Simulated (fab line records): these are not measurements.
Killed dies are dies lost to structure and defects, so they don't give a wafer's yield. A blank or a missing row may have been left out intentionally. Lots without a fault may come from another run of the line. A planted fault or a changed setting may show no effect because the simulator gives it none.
fab line records	flow nandHarc
record: lots: 6	wafers: 18	lastDay: 33
route steps=1302 shown P_M0@282 P_M1@285 END@1302
lots untouched by any fault: they come from a run of this same line in which no faults occurred
startH: the number of hours between the record's first day and the start of the first shown wafer of the lot	waitH: hours from the lot's prior step to this one	" unchanged from the row above	L1.1+2: a single row standing in for several wafers	- no value, or no start was given	* or withheld: withheld	< > ~ a bound
route shown NAME@n: a module of which the file shows steps, and the number in the route of the first	usual: mean and standard deviation over wafers with no fault	same: alike in all rows	chamber/n: place in a boat	sites: the reading at each site	_std_site: standard deviation across them	_edge_site: mean of outer sites minus mean of inner sites	radiusMm: how far each site lies from the wafer's centre	mask NAME#n: copy n	behind: tool/chamber where the wafer was last shaped	hold: reason for holding the lot/hours on hold/outcome of the hold	device: which transistor (n, p or np) failed to switch	end of line: the route-end tests of the same wafers	where a step has no rows: the recipe by itself	killed: the dies lost at the first sort to structure and to defects; this is not the yield of the wafer	map: per-die view of a wafer (x killed, . not killed, _ where there is no die)
set.NAME: the setting as run; set.NAME@STEP: as run at that earlier step	model.NAME: the simulator's own value behind a step, which no gauge read
lots seen at some steps along the route; tables by step, rows by wafer
services: the hour from which a tool's chamber was out of use, counted from the record's first day as startH (under 0 if before that day), plus the number of hours and why
== steps ==
step: NHARC_P_M0_INSPECT_27
usual: rawDefectCount: 280/95
lot.wafer	tool	chamber	startH	waitH	rawDefectCount
L495.1	defectInspect-02	-	201.61	0.0	287
L495.3	"	-	"	"	435
L495.6	"	-	"	"	208
L499.1	defectInspect-01	-	244.65	0.0	145
L499.2	"	-	"	"	347
L499.3	"	-	"	"	381
L502.2	defectInspect-02	-	268.98	0.0	249
L502.4	"	-	"	"	333
L502.5	"	-	"	"	189
L504.1	defectInspect-02	-	294.74	0.1	297
L504.4	"	-	"	"	308
L504.6	"	-	"	"	179
L505.3	defectInspect-02	-	306.89	0.0	401
L505.5	"	-	"	"	284
L505.6	"	-	"	"	334
L510.1	defectInspect-01	-	352.79	0.0	283
L510.5	"	-	"	"	485
L510.6	"	-	"	"	570
step: NHARC_P_M0_PRE_CLEAN_31
recipe: timeS: 12	tempC: 370	rfPowerW: 300	gas: NH3
usual: heaterPowerW: 605/73
lot.wafer	tool	chamber	startH	waitH	heaterPowerW
L495.1	pecvd-02	2	201.68	0.1	605
L495.3	"	1	"	"	547
L495.6	"	0	"	"	609
L499.1	pecvd-01	2	244.72	0.1	471
L499.3	"	0	"	"	541
L499.2	"	1	"	"	560
L502.2	pecvd-01	2	269.04	0.1	536
L502.4	"	2	"	"	538
L502.5	"	1	"	"	581
L504.1	pecvd-03	2	294.82	0.1	550
L504.6	"	1	"	"	576
L504.4	"	2	"	"	545
L505.3	pecvd-03	0	306.96	0.1	675
L505.5	"	0	"	"	695
L505.6	"	1	"	"	565
L510.1	pecvd-03	0	352.86	0.1	779
L510.6	"	0	"	"	773
L510.5	"	1	"	"	607
step: NHARC_P_M0_DEP_32
recipe: targetThkA: 300	tempC: 370	targetThkNm: 30	pressureTorr: 3	flowSccm: 200	rfW: 450	material: SiCN
usual: heaterPowerW: 548/75
lot.wafer	tool	chamber	startH	waitH	heaterPowerW
L495.1	pecvd-02	2	201.75	0.1	536
L495.3	"	1	"	"	500
L495.6	"	0	"	"	615
L499.1	pecvd-01	2	244.80	0.1	466
L499.3	"	0	"	"	489
L499.2	"	1	"	"	489
L502.2	pecvd-01	2	269.12	0.1	484
L502.4	"	2	"	"	483
L502.5	"	1	"	"	517
L504.1	pecvd-03	2	294.93	0.1	499
L504.6	"	1	"	"	491
L504.4	"	2	"	"	514
L505.3	pecvd-03	0	307.04	0.1	642
L505.5	"	0	"	"	625
L505.6	"	1	"	"	438
L510.1	pecvd-03	0	352.94	0.1	648
L510.6	"	0	"	"	652
L510.5	"	1	"	"	535
step: NHARC_P_M1_DEP_00
recipe: targetThkA: 1825	targetThkNm: 182.5	tempC: withheld	pressureTorr: 5	flowSccm: 200	rfW: 600	material: SiOC
step: NHARC_P_M1_DEHYDRATE_01
recipe: tempC: 150	timeS: 120
step: NHARC_P_M1_HMDS_02
recipe: timeS: 30
step: NHARC_P_M1_COAT_34
recipe: tempC: 200	timeS: 65
step: NHARC_P_M1_COAT_03
recipe: spinRpm: 1500	resistThkNm: 90
step: NHARC_P_M1_SOFTBAKE_04
recipe: tempC: 105	timeS: 55
step: NHARC_P_M1_EBR_05
step: NHARC_P_M1_EXPOSE_06
recipe: na: 1.35	targetCdNm: 130	doseMj: 81.88	maskId: P_M1
step: NHARC_P_M1_PEB_07
recipe: pebTempC: 100	pebTimeS: 65
usual: heaterPowerTotalW: 156.6/0.43	plateTempC: 100.03/0.12
same: pebTimeS: 65
lot.wafer	tool	chamber	startH	waitH	heaterPowerTotalW	plateTempC
L495.1	lithoTrack-04	0	202.92	0.1	156.0	100.06
L495.3	"	0	"	"	156.4	100.23
L495.6	"	0	"	"	156.0	99.89
L499.1	lithoTrack-06	0	245.95	0.1	156.4	100.10
L499.2	"	0	"	"	156.7	100.11
L499.3	"	0	"	"	157.2	100.08
L502.2	lithoTrack-06	0	270.32	0.1	150.9	97.60
L502.4	"	0	"	"	151.9	97.44
L502.5	"	0	"	"	150.9	97.61
L504.1	lithoTrack-06	0	295.92	0.1	151.9	97.56
L504.4	"	0	"	"	151.6	97.62
L504.6	"	0	"	"	150.9	97.54
L505.3	lithoTrack-04	0	308.21	0.0	156.0	99.97
L505.5	"	0	"	"	157.2	99.91
L505.6	"	0	"	"	157.1	100.09
L510.1	lithoTrack-04	0	354.11	0.1	157.1	99.96
L510.5	"	0	"	"	156.8	100.21
L510.6	"	0	"	"	155.9	100.24
step: NHARC_P_M1_DEVELOP_08
recipe: developTimeS: 35	devTempC: 23
step: NHARC_P_M1_CD_MEAS_09
recipe: targetCdNm: 130	landingEnergyEv: 500
usual: cdNm: 129.6/0.59
lot.wafer	tool	chamber	startH	waitH	cdNm
L495.1	cdSem-03	0	202.99	-	129.8
L495.3	"	0	"	"	129.4
L495.6	"	0	"	"	129.2
L499.1	cdSem-01	0	246.03	-	130.2
L499.2	"	0	"	"	129.5
L499.3	"	0	"	"	130.4
L502.2	cdSem-03	0	270.40	-	119.4
L502.4	"	0	"	"	119.4
L502.5	"	0	"	"	119.6
L504.1	cdSem-03	0	296.00	-	120.8
L504.4	"	0	"	"	120.0
L504.6	"	0	"	"	120.5
L505.3	cdSem-03	0	308.29	-	128.9
L505.5	"	0	"	"	128.9
L505.6	"	0	"	"	129.5
L510.1	cdSem-01	0	354.19	-	129.1
L510.5	"	0	"	"	129.6
L510.6	"	0	"	"	129.4
step: NHARC_P_M1_OVL_MEAS_10
recipe: pitchNm: 260
usual: overlayXNm: 0.2/0.7	overlayYNm: 0.2/0.85
lot.wafer	tool	chamber	startH	waitH	overlayXNm	overlayYNm
L495.1	overlay-01	-	203.08	-	-0.7	0.6
L495.3	"	-	"	"	-1.1	0.0
L495.6	"	-	"	"	-0.9	-0.1
L499.1	overlay-01	-	246.12	-	-0.4	0.5
L499.2	"	-	"	"	-0.7	0.5
L499.3	"	-	"	"	0.0	0.8
L502.2	overlay-01	-	270.49	-	1.8	-0.7
L502.4	"	-	"	"	1.5	-0.6
L502.5	"	-	"	"	1.6	-1.0
L504.1	overlay-01	-	296.09	-	-0.1	-0.9
L504.4	"	-	"	"	-0.1	-1.5
L504.6	"	-	"	"	-0.4	-0.9
L505.3	overlay-01	-	308.37	-	0.7	0.2
L505.5	"	-	"	"	0.2	0.6
L505.6	"	-	"	"	-0.2	0.1
L510.1	overlay-01	-	354.27	-	0.8	0.2
L510.5	"	-	"	"	1.0	0.0
L510.6	"	-	"	"	0.6	-0.3
step: NHARC_P_M1_INSPECT_11
usual: rawDefectCount: 4.0/2.2
lot.wafer	tool	chamber	startH	waitH	rawDefectCount
L495.1	defectInspect-02	-	203.12	0.0	5
L495.3	"	-	"	"	10
L495.6	"	-	"	"	5
L499.1	defectInspect-02	-	246.15	0.0	4
L499.2	"	-	"	"	2
L499.3	"	-	"	"	6
L502.2	defectInspect-02	-	270.53	0.0	1
L502.4	"	-	"	"	4
L502.5	"	-	"	"	6
L504.1	defectInspect-01	-	296.13	0.0	2
L504.4	"	-	"	"	7
L504.6	"	-	"	"	4
L505.3	defectInspect-01	-	308.41	0.0	2
L505.5	"	-	"	"	2
L505.6	"	-	"	"	3
L510.1	defectInspect-02	-	354.31	0.0	1
L510.5	"	-	"	"	3
L510.6	"	-	"	"	3
step: NHARC_P_M1_DESCUM_14
recipe: timeS: 3	o2FlowSccm: 200	arFlowSccm: 0	biasPowerW: 0	chemistry: O2
usual: drypumpMotorCurrentA: 5.5/0.63	oesProductAu: 1.000/0.0094	rfVppV: 57.8/0.9	showerheadPlenumPTorr: 1.93/0.078	throttleValvePct: 11.312/0.0094
lot.wafer	tool	chamber	startH	waitH	drypumpMotorCurrentA	oesProductAu	rfHoursCounterH	rfVppV	showerheadPlenumPTorr	throttleValvePct	model.P_M1.cdNm
L495.3	rieDiel-06	1	203.19	0.1	5.6	0.991	5	58.6	2.05	11.300	128.4
L495.1	"	3	"	"	5.9	0.992	3	59.0	2.02	11.324	128.9
L495.6	"	1	"	"	5.6	0.998	-	59.3	2.05	11.312	127.6
L499.2	rieDiel-03	3	246.21	0.1	4.9	0.989	10	58.7	1.94	11.295	128.9
L499.3	"	1	"	"	4.8	0.999	12	58.5	1.86	11.306	131.1
L499.1	"	2	"	"	6.6	1.018	11	57.2	2.00	11.301	129.8
L502.4	rieDiel-08	0	270.60	0.1	5.5	1.013	25	57.4	1.85	11.316	119.8
L502.2	"	2	"	"	5.5	0.983	24	59.2	1.91	11.319	118.9
L502.5	"	3	"	"	4.9	0.999	-	57.8	1.91	11.323	119.9
L504.4	rieDiel-03	1	296.20	0.1	4.8	0.999	0	58.2	1.86	11.332	119.8
L504.1	"	2	"	"	6.6	1.008	0	57.7	2.00	11.327	120.3
L504.6	"	1	"	"	4.9	0.998	-	56.5	1.86	11.324	120.7
L505.3	rieDiel-03	1	308.48	0.1	4.9	0.999	2	58.6	1.85	11.292	129.1
L505.5	"	0	"	"	5.4	1.015	-	57.0	1.87	11.319	129.8
L505.6	"	1	"	"	4.9	1.003	-	56.3	1.85	11.324	129.1
L510.1	rieDiel-03	1	354.40	0.1	4.9	0.997	6	58.3	1.85	11.309	128.4
L510.6	"	2	"	"	6.6	1.000	-	59.8	2.00	11.314	129.8
L510.5	"	3	"	"	4.9	0.979	-	57.7	1.94	11.312	129.1
step: NHARC_P_M1_ETCH_35
recipe: targetDepthA: 400	overetchA: 120	timeS: 43.94	ionEnergyEv: 200	n2FlowSccm: 150	h2FlowSccm: 150	arFlowSccm: 0	rfW: 400	biasW: 150	chemistry: N2/H2
usual: drypumpMotorCurrentA: 5.5/0.64	oesProductAu: 1.001/0.0088	rfVppV: 431.1/2.4	showerheadPlenumPTorr: 2.06/0.083	throttleValvePct: 14.171/0.0088
lot.wafer	tool	chamber	startH	waitH	drypumpMotorCurrentA	oesProductAu	rfHoursCounterH	rfVppV	showerheadPlenumPTorr	throttleValvePct
L495.1	rieDiel-06	0	203.27	0.1	5.5	1.002	4	432.3	2.11	14.165
L495.3	"	1	"	"	5.6	0.992	5	435.1	2.19	14.174
L495.6	"	3	"	"	5.9	1.005	-	434.7	2.16	14.162
L499.3	rieDiel-03	2	246.30	0.1	6.6	0.995	11	432.7	2.14	14.178
L499.2	"	3	"	"	4.9	0.992	10	431.2	2.07	14.188
L499.1	"	0	"	"	5.4	1.004	11	429.7	2.00	14.187
L502.2	rieDiel-08	0	270.73	0.1	5.6	1.012	25	429.2	1.98	14.172
L502.4	"	2	"	"	5.6	1.001	24	430.8	2.04	14.182
L502.5	"	1	"	"	5.6	1.006	-	435.7	2.21	14.185
L504.1	rieDiel-03	2	296.27	0.1	6.6	1.000	0	432.0	2.14	14.167
L504.4	"	1	"	"	4.8	1.002	0	429.0	1.98	14.169
L504.6	"	3	"	"	4.9	0.988	-	430.4	2.07	14.171
L505.3	rieDiel-03	0	308.56	0.1	5.5	0.993	2	429.7	1.99	14.177
L505.5	"	0	"	"	5.4	0.990	-	429.8	1.99	14.173
L505.6	"	1	"	"	4.8	0.994	-	429.0	1.98	14.158
L510.1	rieDiel-03	3	354.46	0.1	4.9	0.985	5	430.0	2.07	14.175
L510.5	"	2	"	"	6.6	0.988	-	432.2	2.14	14.166
L510.6	"	3	"	"	4.9	0.976	-	431.5	2.07	14.176
step: NHARC_P_M1_ETCH_15
recipe: targetDepthA: 1825	timeS: 91.2	c4f8FlowSccm: withheld	arFlowSccm: 400	rfW: 600	biasW: 300	chemistry: C4F8/Ar
usual: oesProductAu: 0.954/0.021	rfVppV: 441.1/2.4
lot.wafer	tool	chamber	startH	waitH	oesProductAu	rfHoursCounterH	rfVppV
L495.1	rieDiel-06	3	-	-	0.971	3	445.5
L495.3	"	0	"	"	0.968	4	442.7
L495.6	"	0	"	"	0.958	-	441.9
L499.2	rieDiel-03	2	-	-	0.979	11	444.5
L499.3	"	3	"	"	0.956	10	443.7
L499.1	"	0	"	"	0.959	11	439.9
L502.4	rieDiel-08	3	-	-	0.959	26	441.6
L502.2	"	1	"	"	0.970	23	445.4
L502.5	"	2	"	"	0.947	-	439.9
L504.4	rieDiel-03	0	-	-	0.954	0	440.9
L504.1	"	3	"	"	0.959	0	440.8
L504.6	"	1	"	"	0.955	-	439.7
L505.3	rieDiel-03	1	-	-	0.972	2	438.6
L505.5	"	0	"	"	0.962	-	438.6
L505.6	"	1	"	"	0.965	-	438.3
L510.1	rieDiel-03	1	-	-	0.981	6	438.6
L510.5	"	2	"	"	0.967	-	443.4
L510.6	"	3	"	"	0.947	-	442.2
step: NHARC_P_M1_CD_MEAS_16
usual: cdNm: 129.5/0.79
lot.wafer	tool	chamber	startH	waitH	cdNm
L495.1	cdSem-03	-	203.48	-	128.4
L495.3	"	-	"	"	127.8
L495.6	"	-	"	"	128.3
L499.1	cdSem-03	-	246.52	-	129.7
L499.2	"	-	"	"	129.0
L499.3	"	-	"	"	131.5
L502.2	cdSem-02	-	270.96	-	119.8
L502.4	"	-	"	"	120.0
L502.5	"	-	"	"	120.0
L504.1	cdSem-03	-	296.49	-	121.3
L504.4	"	-	"	"	120.0
L504.6	"	-	"	"	120.5
L505.3	cdSem-02	-	308.78	-	129.1
L505.5	"	-	"	"	129.7
L505.6	"	-	"	"	129.5
L510.1	cdSem-01	-	354.68	-	128.1
L510.5	"	-	"	"	129.4
L510.6	"	-	"	"	129.4
step: NHARC_P_M1_STRIP_18
recipe: powerW: 1000	n2FlowSccm: 150	h2FlowSccm: 150	arFlowSccm: 0	biasW: 0	chemistry: N2/H2
usual: drypumpMotorCurrentA: 5.5/0.5	oesProductAu: 1.001/0.0088	rfVppV: 90.8/1.1	showerheadPlenumPTorr: 2.06/0.098	throttleValvePct: 14.171/0.0092
lot.wafer	tool	chamber	startH	waitH	drypumpMotorCurrentA	oesProductAu	rfHoursCounterH	rfVppV	showerheadPlenumPTorr	throttleValvePct
L495.3	rieDiel-08	1	203.59	0.1	5.6	0.996	1	91.2	2.22	14.172
L495.1	"	2	"	"	5.6	1.010	1	90.1	2.04	14.160
L495.6	"	0	"	"	5.6	1.005	-	91.7	1.98	14.168
L499.1	rieDiel-08	1	246.59	0.1	5.6	0.996	16	91.0	2.21	14.180
L499.3	"	2	"	"	5.5	1.004	15	88.7	2.04	14.184
L499.2	"	0	"	"	5.5	1.014	17	89.2	1.98	14.159
L502.4	rieDiel-03	2	271.08	0.1	6.6	1.004	13	90.3	2.14	14.164
L502.2	"	3	"	"	4.9	0.996	12	91.2	2.07	14.153
L502.5	"	1	"	"	4.9	1.000	-	90.4	1.98	14.164
L504.4	rieDiel-06	3	296.59	0.1	5.8	1.007	9	91.5	2.16	14.165
L504.1	"	0	"	"	5.5	0.996	10	90.3	2.11	14.163
L504.6	"	2	"	"	5.0	1.023	-	90.3	1.90	14.180
L505.3	rieDiel-03	1	308.85	0.1	4.9	1.007	2	92.4	1.98	14.185
L505.6	"	1	"	"	4.9	0.997	-	90.4	1.98	14.177
L505.5	"	2	"	"	6.6	1.008	-	90.8	2.14	14.161
L510.1	rieDiel-06	0	354.80	0.1	5.5	0.999	1	89.9	2.11	14.156
L510.5	"	2	"	"	5.0	1.007	-	89.7	1.90	14.180
L510.6	"	3	"	"	5.9	0.999	-	90.5	2.16	14.183
step: NHARC_P_M1_ETCH_28
recipe: targetDepthA: 300	overEtchFrac: 0.3	timeS: 72.99	ionEnergyEv: 150	cf4FlowSccm: 50	n2FlowSccm: 100	arFlowSccm: 150	rfW: 300	biasW: 100	chemistry: CF4/N2
usual: drypumpMotorCurrentA: 5.5/0.47	oesProductAu: 1.002/0.0087	rfVppV: 314.7/2	showerheadPlenumPTorr: 2.66/0.11	throttleValvePct: 19.796/0.009
lot.wafer	tool	chamber	startH	waitH	drypumpMotorCurrentA	oesProductAu	rfHoursCounterH	rfVppV	showerheadPlenumPTorr	throttleValvePct	model.P_M1.cdNm
L495.1	rieDiel-08	3	-	-	4.9	1.022	1	314.5	2.64	19.800	127.6
L495.3	"	0	"	"	5.6	1.015	1	312.8	2.56	19.804	128.2
L495.6	"	1	"	"	5.6	0.998	-	315.6	2.84	19.805	128.3
L499.3	rieDiel-08	1	-	-	5.6	0.993	16	319.2	2.83	19.791	131
L499.1	"	2	"	"	5.5	1.003	16	314.2	2.62	19.798	129.3
L499.2	"	3	"	"	4.9	1.003	17	313.4	2.63	19.799	128.9
L502.2	rieDiel-03	1	-	-	4.9	1.003	14	313.1	2.55	19.798	119.6
L502.4	"	0	"	"	5.5	1.002	13	313.0	2.57	19.801	119.5
L502.5	"	2	"	"	6.6	1.005	-	315.5	2.74	19.786	119.8
L504.4	rieDiel-06	0	-	-	5.5	0.993	10	315.1	2.71	19.796	120.9
L504.1	"	1	"	"	5.6	0.990	11	316.8	2.80	19.810	122.4
L504.6	"	3	"	"	5.9	0.995	-	315.4	2.76	19.788	120
L505.3	rieDiel-03	0	-	-	5.4	1.011	2	314.2	2.57	19.791	129.7
L505.6	"	3	"	"	4.9	1.005	-	313.8	2.66	19.782	129.7
L505.5	"	0	"	"	5.4	1.002	-	311.8	2.57	19.780	130.1
L510.1	rieDiel-06	1	-	-	5.6	1.008	1	316.0	2.80	19.807	129.1
L510.6	"	1	"	"	5.6	1.008	-	317.6	2.80	19.802	129.8
L510.5	"	2	"	"	5.0	1.015	-	311.2	2.46	19.807	129.2
step: NHARC_P_M1_STRIP_19
recipe: timeS: 600	tempC: 30	chemistry: postEtchResidueRemover
step: NHARC_END_SORT_01
recipe: tempC: 25
usual: defectLimitedYield: 91/3.4	killedAtArray: 55/23	killedAtOther: 1.0/1.2	killedAtPeriphery: 3.2/2.7	killedDies: 59/23	killedOpen: 3.1/1.6	killedShort: 2.2/1.5
same: grossDies: 677
lot.wafer	tool	chamber	startH	waitH	defectLimitedYield[%]	killedAtArray	killedAtOther	killedAtPeriphery	killedDies	killedOpen	killedShort
L495.1	prober-01	0	649.55	2.5	96	25	0	2	27	1	4
L495.3	prober-01	0	651.16	3.1	96	21	0	7	28	5	2
L495.6	prober-01	0	653.57	4.0	97	19	1	1	21	2	1
killed by level:class
L495.1 A_CHANNEL_HOLE_D2:chamberFilmFlake=8 A_STAIRCASE:chamberFilmFlake=4 A_CONTACT:chamberFilmFlake=3 A_ONON_D1:geometricParticle:short=2 P_GATE:chamberFilmFlake=2 A_CHANNEL_HOLE_D1:chamberFilmFlake=2 A_SLIT:chamberFilmFlake=2 A_CHANNEL_FILL_D1:geometricParticle:open=1
L495.3 A_CHANNEL_HOLE_D2:chamberFilmFlake=10 P_GATE:chamberFilmFlake=4 A_CHANNEL_HOLE_D1:chamberFilmFlake=2 P_CONTACT:geometricParticle:open=1 A_ONON_D1:geometricParticle:open=1 A_CHANNEL_FILL_D1:geometricParticle:open=1 A_SGD_CUT:geometricParticle:short=1 A_WL_FILL:geometricParticle:short=1
L495.6 A_CHANNEL_HOLE_D2:chamberFilmFlake=10 A_CHANNEL_HOLE_D1:chamberFilmFlake=4 A_STAIRCASE:chamberFilmFlake=3 A_ONON_D1:geometricParticle:open=1 A_M1:geometricParticle:open=1 STARTING-WAFER:geometricParticle:short=1 P_GATE:chamberFilmFlake=1
== services ==
tool	chamber	startH	hours	kind
rieDiel-06	1	178.72	3.1	repair
lithoTrack-06	-	179.00	7.0	pm
pecvd-03	-	185.14	13.0	pm
pecvd-02	-	185.85	1.6	repair
rieDiel-03	0	187.12	-	clean
rieDiel-03	1	187.12	-	clean
rieDiel-03	2	187.12	-	clean
rieDiel-03	3	187.12	-	clean
rieDiel-08	1	189.45	2.6	repair
rieDiel-08	-	190.84	9.0	pm
pecvd-02	1	192.22	7.9	repair
lithoTrack-04	-	203.00	7.0	pm
rieDiel-03	0	211.87	-	clean
rieDiel-03	1	211.87	-	clean
rieDiel-03	2	211.87	-	clean
pecvd-02	-	227.39	13.0	pm
pecvd-03	0	234.06	32.2	repair
rieDiel-06	-	257.18	0.4	repair
pecvd-03	2	274.22	9.9	repair
rieDiel-03	-	281.62	9.0	pm
rieDiel-06	-	307.20	9.0	pm
pecvd-01	-	311.21	13.0	pm
pecvd-01	-	347.28	0.4	repair
lithoTrack-06	-	354.00	7.0	pm
== key ==
firstSign: step: NHARC_P_M1_PEB_07	reading: plateTempC	direction: down	sigmas: 20	usual: *	struck: *
effect: step: NHARC_P_M1_PEB_07	reading: heaterPowerTotalW	direction: down	sigmas: 12	usual: *	struck: *
effect: step: NHARC_P_M1_CD_MEAS_09	reading: cdNm	direction: down	sigmas: 16	usual: 129.6	struck: 120.0
effect: step: NHARC_P_M1_CD_MEAS_16	reading: cdNm	direction: down	sigmas: 12	usual: 129.5	struck: 120.3
modelEffect: step: NHARC_P_M1_DESCUM_14	value: P_M1.cdNm	without: 129.1	struck: 119.9
modelEffect: step: NHARC_P_M1_ETCH_28	value: P_M1.cdNm	without: 129.6	struck: 120.4
metAt NHARC_P_M1_PEB_07
struckWafers L502.2,L502.4,L502.5,L504.1,L504.4,L504.6
rowsEnd L502.2,L502.4,L502.5,L504.1,L504.4,L504.6
onsetBetween 245.95 270.32
fault: kind: processParameterDrift	tool: lithoTrack-06	chamber: -	onsetH: 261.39	steps: NHARC_P_M1_PEB_07	channel: pebTempC	offset: *	shape: step	endH: 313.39	actsIn: *	stated: *
rowsEnd: these wafers met a further fault down the route, and their rows from its step on are left out
